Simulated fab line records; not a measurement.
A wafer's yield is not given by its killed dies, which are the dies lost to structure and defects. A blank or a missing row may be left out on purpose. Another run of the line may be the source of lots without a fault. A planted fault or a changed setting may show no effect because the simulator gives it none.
Shared-tool check    flow nand-harc    Lots sampled 12, wafers sampled 36

REASON FOR OPENING
Flagged at NHARC_END_SORT_01: reading killed-at-periphery, on 2 of 12 lots. Wafers without a fault read 3.5, standard deviation 2.7.
Rule: flag the lot when none of its wafers has a number, or when each of its wafers that has one lies beyond 4 standard deviations from that mean. The rest of the lots are taken to be sound.

lot   measured      on         killed-at-periphery, wafer by wafer  flag
L544  day 24 11:40  prober-02  9 2 7                                
L546  day 25 06:34  prober-01  2 2 3                                
L548  day 26 10:28  prober-02  1 3 1                                
L551  day 27 09:34  prober-01  0 2 3                                
L552  day 28 00:50  prober-02  4 3 1                                
L559  day 31 01:58  prober-02  559 572 602                          FLAGGED
L560  day 31 01:58  prober-01  623 633 630                          FLAGGED
L561  day 31 10:31  prober-02  1 2 4                                
L563  day 32 04:37  prober-02  5 6 8                                
L562  day 32 04:40  prober-01  6 4 0                                
L564  day 33 04:06  prober-02  1 2 2                                
L566  day 33 13:04  prober-01  1 2 2                                
The numbers of the flagged lots are 603.2 on average: +599.7 against the usual, or +99 or more standard deviations.

WHICH TOOL EACH LOT WENT THROUGH
The record holds 3 process steps before the reading, out of a route of 1302 steps. Cell contents, in order: the tool; ch with the chambers the sampled wafers went through; the start.
lot   flag     NHARC_P_STI_ETCH_15               NHARC_P_GATE_DEP_103             NHARC_P_GATE_HM_OPEN_105
L544           rie-si-04 ch 0,2,3, day 3 07:52   pecvd-03 ch 0,2, day 5 10:18     rie-diel-11 ch 0,1, day 24 11:40 or earlier
L546           rie-si-04 ch 0,2,3, day 4 03:49   pecvd-04 ch 0,1,2, day 6 10:28   rie-diel-11 ch 0,1,3, day 25 06:34 or earlier
L548           rie-si-04 ch 0,1,2, day 4 23:38   pecvd-04 ch 0,1, day 7 00:26     rie-diel-10 ch 1,2,3, day 26 10:28 or earlier
L551           rie-si-03 ch 2,3, day 6 05:52     pecvd-03 ch 0,1,2, day 8 12:59   rie-diel-11 ch 0,2,3, day 27 09:34 or earlier
L552           rie-si-04 ch 0,1,3, day 6 14:29   pecvd-02 ch 0,1, day 8 19:16     rie-diel-11 ch 0,1,3, day 28 00:50 or earlier
L559  FLAGGED  rie-si-02 ch 1,2, day 9 11:26     pecvd-03 ch 0,1, day 11 13:50    rie-diel-11 ch 0,3, day 31 01:58 or earlier
L560  FLAGGED  rie-si-04 ch 0,2,3, day 9 22:13   pecvd-03 ch 1,2, day 12 00:59    rie-diel-10 ch 0,2,3, day 31 01:58 or earlier
L561           rie-si-04 ch 1,3, day 10 07:38    pecvd-02 ch 0,2, day 12 09:36    rie-diel-11 ch 1,2, day 31 10:31 or earlier
L563           rie-si-04 ch 0,2, day 11 05:18    pecvd-02 ch 0,1, day 13 07:28    rie-diel-11 ch 0,2, day 32 04:37 or earlier
L562           rie-si-04 ch 0,1,2, day 10 18:44  pecvd-04 ch 0,2, day 13 02:47    rie-diel-11 ch 0,2,3, day 32 04:40 or earlier
L564           rie-si-04 ch 1,2,3, day 11 14:47  pecvd-04 ch 0,1,2, day 13 19:09  rie-diel-11 ch 2,3, day 33 04:06 or earlier
L566           rie-si-02 ch 2,3, day 12 10:35    pecvd-02 ch 0,2, day 14 14:33    rie-diel-11 ch 0,2,3, day 33 13:04 or earlier
What these steps do:
- NHARC_P_STI_ETCH_15: etches the open film in HBr/Cl2, target depth 300 nm, time 100.1 s.
- NHARC_P_GATE_DEP_103: deposits SiON, target thk 30 nm.
- NHARC_P_GATE_HM_OPEN_105: chemistry O2/COS, target depth 360 nm.
- NHARC_END_SORT_01

FLAGGED OVER TOTAL, TOOL BY TOOL (the gauges that took the reading come last)
step                      tool         lots run  flagged  share of the flagged lots  sound lots run after its first flagged lot
NHARC_P_STI_ETCH_15       rie-si-02    2         1        some                       1 (L566)
NHARC_P_STI_ETCH_15       rie-si-03    1         0        none                       -
NHARC_P_STI_ETCH_15       rie-si-04    9         1        some                       4 (L561,L562,L563,L564)
NHARC_P_GATE_DEP_103      pecvd-02     4         0        none                       -
NHARC_P_GATE_DEP_103      pecvd-03     4         2        all                        0
NHARC_P_GATE_DEP_103      pecvd-04     4         0        none                       -
NHARC_P_GATE_HM_OPEN_105  rie-diel-10  2         1        some                       0
NHARC_P_GATE_HM_OPEN_105  rie-diel-11  10        1        some                       5 (L561,L562,L563,L564,L566)
NHARC_END_SORT_01         prober-01    5         1        some                       2 (L562,L566)
NHARC_END_SORT_01         prober-02    7         1        some                       3 (L561,L563,L564)
With no start given for some of its lots, NHARC_P_GATE_HM_OPEN_105 uses the hours and lot order of NHARC_END_SORT_01.

THE TABLE: WHAT IT ALLOWS
All flagged lots share 1 row of the table, namely pecvd-03 at NHARC_P_GATE_DEP_103.
- pecvd-03 at NHARC_P_GATE_DEP_103: 2 of its 4 lots flagged. It ran its last sound lot, L551, at day 8 12:59 and its first flagged lot, L559, at day 11 13:50: a fault with its onset between the two fits. On the flagged lots its readings are blank where sound lots have values: heater-power-outer-w, heater-power-w.
pecvd-03 at NHARC_P_GATE_DEP_103 is the single tool remaining.

WHAT THE SIMULATOR PUT IN
Beginning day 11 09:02, the whole step at NHARC_P_GATE_DEP_103 was skipped on pecvd-03. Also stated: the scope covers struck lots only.
Lots struck among those shown: L559, L560. The rule above reached the same finding.
